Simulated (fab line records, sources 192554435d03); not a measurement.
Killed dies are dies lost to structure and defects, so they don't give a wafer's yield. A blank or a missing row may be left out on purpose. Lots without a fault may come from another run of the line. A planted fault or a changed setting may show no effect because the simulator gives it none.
Which tool did it? | flow n5_finfet | 10 lots, 28 wafers sampled, at 5 steps of a route of 1938

WHAT THE GAUGES READ, wafer by wafer
N5_START_INSPECT_01: inspects for defects (unpatterned scan).
lot  | measured    | on                | raw_defect_count
L993 | day 1 12:02 | defect_inspect-02 | 7 3 3
L995 | day 2 00:02 | defect_inspect-01 | 2 6 4
L101 | day 3 12:02 | defect_inspect-02 | 3 3 5
L102 | day 3 18:02 | defect_inspect-02 | 6 5 1
L103 | day 4 00:02 | defect_inspect-02 | 5 6 5
L104 | day 4 06:02 | defect_inspect-01 | 4 5 7
L105 | day 4 12:02 | defect_inspect-01 | 5 4 3
L106 | day 4 18:02 | defect_inspect-02 | 5 7 4
L112 | day 6 06:02 | defect_inspect-02 | 0 5 4
L114 | day 6 18:02 | defect_inspect-02 | 4

N5_FIN_SAQP_THK_MEAS_05.
lot  | measured    | on            | thk_nm (nm)
L993 | day 1 21:21 | film_metro-02 | 37.4 38.1 38.3
L995 | day 2 10:20 | film_metro-02 | 38.1 38.2 38.3
L101 | day 3 20:40 | film_metro-01 | 38.2 38.3 39.4
L102 | day 4 04:30 | film_metro-02 | 38.3 38.0 38.5
L103 | day 4 09:50 | film_metro-01 | 37.6 37.6 38.3
L104 | day 4 17:43 | film_metro-02 | 38.0 38.5 38.5
L105 | day 4 21:29 | film_metro-02 | 38.0 37.7 38.2
L106 | day 5 04:23 | film_metro-01 | 37.9 37.9 38.8
L112 | day 6 15:50 | film_metro-02 | 37.1 37.7 38.1
L114 | day 7 03:28 | film_metro-02 | 38.0

N5_BEOL_M4_RC_MEAS_101.
lot  | measured     | on        | DIBL_N (mV/V)  | DIBL_P (mV/V)  | IOFF_N (nA/um) | IOFF_P (nA/um) | ION_N (uA/um) | ION_P (uA/um) | SS_N (mV/dec)  | SS_P (mV/dec)  | VT_N (mV)   | VT_P (mV)
L993 | day 8 22:11  | prober-01 | 36.4 35.7 37.5 | 35.6 34.2 36.3 | 0.15 0.14 0.17 | 0.21 0.19 0.22 | 671 664 675   | 461 460 457   | 70.7 70.1 71.0 | 73.6 73.3 73.7 | 249 251 250 | -249 -251 -250
L995 | day 9 06:52  | prober-01 | 34.8 36.2 36.5 | 34.5 35.2 35.6 | 0.13 0.15 0.15 | 0.17 0.17 0.17 | 647 663 655   | 445 453 441   | 71.1 70.9 71.8 | 72.7 72.5 73.5 | 252 254 251 | -253 -253 -254
L101 | day 11 08:01 | prober-02 | 34.0 34.2 32.9 | 33.2 32.6 32.8 | 0.12 0.12 0.11 | 0.19 0.17 0.17 | 650 660 665   | 452 453 458   | 71.2 71.1 71.4 | 72.7 72.7 72.7 | 255 257 254 | -251 -255 -254
L102 | day 12 13:13 | prober-02 | 33.7 35.4 32.5 | 33.8 35.8 33.3 | 0.13 0.15 0.12 | 0.17 0.20 0.17 | 657 668 651   | 458 461 450   | 71.4 71.9 71.5 | 72.4 73.1 72.8 | 254 248 256 | -252 -252 -252
L103 | day 13 00:28 | prober-01 | 33.1 33.8 32.3 | 33.0 33.7 31.0 | 0.11 0.12 0.10 | 0.17 0.17 0.14 | 663 661 658   | 455 454 449   | 70.5 71.3 70.5 | 72.5 73.3 73.1 | 251 250 255 | -254 -253 -256
L104 | day 13 04:21 | prober-02 | 33.7 33.0 34.4 | 31.6 31.3 33.1 | 0.12 0.12 0.13 | 0.15 0.15 0.17 | 657 653 658   | 449 451 456   | 70.3 70.8 70.9 | 73.2 72.9 73.0 | 254 254 253 | -255 -258 -253
L105 | day 13 07:22 | prober-01 | 38.7 37.5 37.1 | 37.3 35.6 35.4 | 0.17 0.15 0.15 | 0.22 0.19 0.18 | 674 672 659   | 461 454 446   | 71.9 72.2 71.0 | 74.7 73.6 73.3 | 250 251 256 | -250 -251 -255
L106 | day 13 16:12 | prober-02 | 36.9 36.6 38.0 | 37.9 38.0 38.5 | 0.18 0.16 0.20 | 0.21 0.20 0.22 | 683 668 685   | 459 453 461   | 71.5 71.7 71.9 | 73.2 73.3 74.0 | 246 252 247 | -253 -250 -250
L112 | day 14 19:54 | prober-01 | 37.3 36.7 38.7 | 36.5 35.3 39.4 | 0.17 0.15 0.21 | 0.20 0.18 0.25 | 679 665 686   | 457 451 462   | 71.4 72.2 72.4 | 73.6 72.7 73.9 | 247 250 243 | -251 -253 -251
L114 | day 14 13:58 | prober-02 | 38.4           | 38.5           | 0.20           | 0.25           | 679           | 460           | 72.8           | 73.9           | 247         | -249

WHICH TOOL RAN EACH LOT (tool, then ch and the chambers of the sampled wafers, then the start)
lot  | N5_ZERO_LAYER_EXPOSE_08          | N5_ZERO_LAYER_ETCH_17
L993 | krf_scanner-02 ch 0, day 1 12:36 | rie_diel-05 ch 1,3, day 1 12:50
L995 | krf_scanner-02 ch 0, day 2 00:37 | rie_diel-03 ch 1,3, day 2 01:11
L101 | krf_scanner-02 ch 0, day 3 12:29 | rie_diel-05 ch 2,3, day 3 12:47
L102 | krf_scanner-01 ch 0, day 3 18:35 | rie_diel-03 ch 1,3, day 3 18:50
L103 | krf_scanner-01 ch 0, day 4 00:29 | rie_diel-02 ch 0,1,3, day 4 00:43
L104 | krf_scanner-02 ch 0, day 4 06:47 | rie_diel-03 ch 1,2,3, day 4 07:02
L105 | krf_scanner-02 ch 0, day 4 12:28 | rie_diel-05 ch 0,2,3, day 4 12:43
L106 | krf_scanner-02 ch 0, day 4 18:28 | rie_diel-05 ch 0,2, day 4 18:43
L112 | krf_scanner-02 ch 0, day 6 06:35 | rie_diel-02 ch 0,2,3, day 6 06:50
L114 | krf_scanner-02 ch 0, day 6 18:28 | rie_diel-02 ch 0, day 6 18:43
- N5_ZERO_LAYER_EXPOSE_08: exposes mask ZERO, defocus 0 nm, target cd 2000 nm.
- N5_ZERO_LAYER_ETCH_17: etches SiO2 in CF4, target depth 12 nm, time 13.3 s.

WHAT THE TOOLS THEMSELVES READ (means of the sampled wafers that have a number; where no wafer has one, the mark that the record gives instead)
N5_ZERO_LAYER_EXPOSE_08.
lot  | tool           | exposure_dose_mJ_cm2
L993 | krf_scanner-02 | 16.182
L995 | krf_scanner-02 | 16.191
L101 | krf_scanner-02 | 16.182
L102 | krf_scanner-01 | 16.201
L103 | krf_scanner-01 | 16.206
L104 | krf_scanner-02 | 16.197
L105 | krf_scanner-02 | 16.169
L106 | krf_scanner-02 | 16.197
L112 | krf_scanner-02 | 16.183
L114 | krf_scanner-02 | 16.123

N5_ZERO_LAYER_ETCH_17.
lot  | tool        | chamber_pressure_mTorr (mTorr) | drypump_motor_current_A (A) | mfc_ar_sccm (sccm) | oes_product_au (a.u.) | rf_vpp_V (V) | showerhead_plenum_p_Torr (Torr) | throttle_valve_pct (%)
L993 | rie_diel-05 | 40.02                          | 5.1                         | 100.1              | 0.82                  | 954          | 2.23                            | 15.49
L995 | rie_diel-03 | 40.00                          | 5.9                         | 100.2              | 0.77                  | 949          | 2.15                            | 15.47
L101 | rie_diel-05 | 39.99                          | 5.4                         | 100.3              | 0.69                  | 946          | 2.10                            | 15.70
L102 | rie_diel-03 | 40.02                          | 5.9                         | 100.0              | 0.76                  | 948          | 2.14                            | 15.51
L103 | rie_diel-02 | 40.01                          | 5.8                         | 100.5              | 0.76                  | 947          | 2.12                            | 15.65
L104 | rie_diel-03 | 40.01                          | 5.7                         | 100.0              | 0.75                  | 950          | 2.16                            | 15.49
L105 | rie_diel-05 | 39.99                          | 5.3                         | 99.8               | 0.71                  | 946          | 2.12                            | 15.76
L106 | rie_diel-05 | 40.01                          | 5.6                         | 99.9               | 0.70                  | 945          | 2.09                            | 15.84
L112 | rie_diel-02 | 39.99                          | 5.5                         | 100.0              | 0.73                  | 949          | 2.16                            | 15.57
L114 | rie_diel-02 | 40.02                          | 5.0                         | 99.5               | 0.70                  | 951          | 2.21                            | 15.48

THE ANSWER, worked out from the rows above alone
Rule: what is usual is taken from the lots themselves. Put in order of their means at a reading, lots are off if they are a third of the lots or fewer, leave a main group of 4 or more, and stand apart from it by a gap of 3 or more times the standard deviation of the main group's means; of several such gaps the widest counts. A main group whose means are all the same, to the digits that the tables above print for the reading, isn't used. A lot without any number at a reading at which 4 lots or more have one is off too. The other lots that the step has rows for count as sound. The gauges are gone through in route order, then the tools' own readings, and for those a lot's mean is taken as printed above. The first step at which some lot is off is used, and at that step the reading that is off furthest; a lot without a number counts as furthest.
Off: L114, at N5_ZERO_LAYER_EXPOSE_08 (exposure_dose_mJ_cm2). The main group: mean 16.190, standard deviation 0.011.
A tool fits if, at that step or a process step before it, it ran every lot that is off, and no sound lot after the first of them. One fits: krf_scanner-02 at N5_ZERO_LAYER_EXPOSE_08. Its last sound lot is L112 (day 6 06:35), its first lot that is off L114 (day 6 18:28): a fault that began between those two fits.
The tool's own readings at N5_ZERO_LAYER_EXPOSE_08 bear it out: on the lots that are off they differ by more than 5 times the standard deviation of the sound lots' means. exposure_dose_mJ_cm2 reads 16.123 there against 16.190 on the sound lots.

WHAT THE SIMULATOR HAD PUT IN
Process parameter drift: krf_scanner-02, from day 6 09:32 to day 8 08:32, at N5_ZERO_LAYER_EXPOSE_08. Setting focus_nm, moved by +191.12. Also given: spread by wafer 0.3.
Lots struck among those shown: L114. The rule above found the same.
